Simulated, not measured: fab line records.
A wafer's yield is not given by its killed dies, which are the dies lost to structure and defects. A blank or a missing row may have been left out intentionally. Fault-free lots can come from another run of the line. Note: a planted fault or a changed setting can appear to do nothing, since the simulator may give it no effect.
Problem report, 8D (eight disciplines) form, completed by code + flow n5Finfet + the parts of the form that need people (team, actions taken, sign-off) are left out

## 1. THE ISSUE
Mean IOFF_P at N5_BEOL_M4_RC_MEAS_101: 3.04 nA/um over 2 wafers in 2 lots; fault-free wafers: 0.23 nA/um, standard deviation 0.041. Relative to the usual mean, that is a shift of +69 standard deviations.
First observed at day 9 13:36: wafer L586.2, on prober-01. Wafers with a number at this step in the record: 30, from 10 lots. By rule, "out" or "out of limits" means more than 4 standard deviations away from the usual mean. All remaining wafers that have a number are taken as sound.

## 2. WHAT IT IS AND WHAT IT IS NOT
| question                    | is                                                                          | is not                                                                                       |
|-----------------------------|-----------------------------------------------------------------------------|----------------------------------------------------------------------------------------------|
| which readings at this step | IOFF_P, DIBL_P, IOFF_P_85C, IOFF_P_LIN, ION_P, REXT_P, SS_P, VT_P, VT_P_LVT | DIBL_N, SS_N                                                                                 |
| which lots                  | L586, L590                                                                  | L581, L582, L583, L584, L589, L600, L601, L602                                               |
| which wafers of those lots  | L586.2, L590.2                                                              | L586.1, L586.6, L590.1, L590.5                                                               |
| read on which gauges        | prober-01, prober-02                                                        | -                                                                                            |
| when                        | from day 9 13:36                                                            | up to then (14 sound wafers); but 14 sound wafers of L589, L590, L600, L601, L602 came after |

## 3. WHAT RULES OUT EACH SUSPECT
Counting: any tool at a process step up to the reading remains a suspect provided it ran every lot that is out. Sound lots after the first of them don't rule it out here, since some wafers of a struck lot are sound.
- the gauge at N5_BEOL_M4_RC_MEAS_101: ruled out. 2 gauges (prober-01, prober-02) read the wafers that are out.
- epiRpcvd-01 at N5_SD_EPI_P_VAPOR_ETCH_44 (etches SiGe30 in NF3/Ar, time 3.3 s): kept. Every lot that is out went through it, the first being L586 (day 4 21:14); the last sound lot it ran before that was L584 (day 4 07:59).
Remaining after the count: epiRpcvd-01 at N5_SD_EPI_P_VAPOR_ETCH_44.

## 4. THE CAUSE (what the simulator had put in)
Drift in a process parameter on epiRpcvd-01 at N5_SD_EPI_P_VAPOR_ETCH_44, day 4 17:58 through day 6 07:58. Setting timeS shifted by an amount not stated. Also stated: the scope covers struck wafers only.
This tool alone remained once counting was done.

## 5. THE CHAIN OF EFFECTS, in route order
Rows list readings where the struck wafers' mean (over those with a number) sits beyond 3 standard deviations from the usual. Scope: only readings with a usual standard deviation given in the record; hours: median across lots of the time from each lot's start at the first step in this table that gives one to its start at this step; sigmas: change in usual standard deviations.
| hours | step                    | reading            | usual        | on struck wafers | change | sigmas      |
|-------|-------------------------|--------------------|--------------|------------------|--------|-------------|
| 0     | N5_BEOL_M4_RC_MEAS_101  | DIBL_P             | 37.1 mV/V    | 64.8             | +27.6  | +13         |
| 0     | N5_BEOL_M4_RC_MEAS_101  | IOFF_P             | 0.23 nA/um   | 3.04             | +2.81  | +69         |
| 0     | N5_BEOL_M4_RC_MEAS_101  | IOFF_P_85C         | 3.9 nA/um    | 34.0             | +30.1  | +52         |
| 0     | N5_BEOL_M4_RC_MEAS_101  | IOFF_P_LIN         | 0.105 nA/um  | 0.767            | +0.662 | +44         |
| 0     | N5_BEOL_M4_RC_MEAS_101  | ION_P              | 467 uA/um    | 570              | +103   | +12         |
| 0     | N5_BEOL_M4_RC_MEAS_101  | REXT_P             | 101.2 ohm.um | 79.3             | -21.9  | -8.4        |
| 0     | N5_BEOL_M4_RC_MEAS_101  | SS_P               | 73.5 mV/dec  | 79.9             | +6.4   | +11         |
| 0     | N5_BEOL_M4_RC_MEAS_101  | VT_P               | -249 mV      | -209             | +40    | +11         |
| 0     | N5_BEOL_M4_RC_MEAS_101  | VT_P_LVT           | -98 mV       | -56              | +42    | +12         |
| 105   | N5_PASSIVATION_PROBE_49 | sort_bin_4_leakage | 0.00 %       | 91.44            | +91.44 | +99 or more |
| 105   | N5_PASSIVATION_PROBE_49 | sortNPass          | 1073         | 0                | -1073  | -63         |
| 105   | N5_PASSIVATION_PROBE_49 | sortYieldPct       | 90.9 %       | 0.0              | -90.9  | -65         |
Here are the process steps it includes:
- N5_PASSIVATION_PROBE_49
Later measuring or inspecting steps at which every struck wafer that the step has a row for has a number for every such reading, and none has moved that far: N5_BEOL_M5_THK_MEAS_01.

## 6. WHAT WOULD HAVE CAUGHT IT SOONER
116 hours passed between the start of the fault at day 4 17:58 and the first reading out of limits at a measuring or inspecting step in this record, taken at day 9 13:36.
By day 9 13:36 the whole set of lots that are out, 2 in number, had already begun N5_SD_EPI_P_VAPOR_ETCH_44 on epiRpcvd-01. None of them would have been spared by holding the tool at that moment.
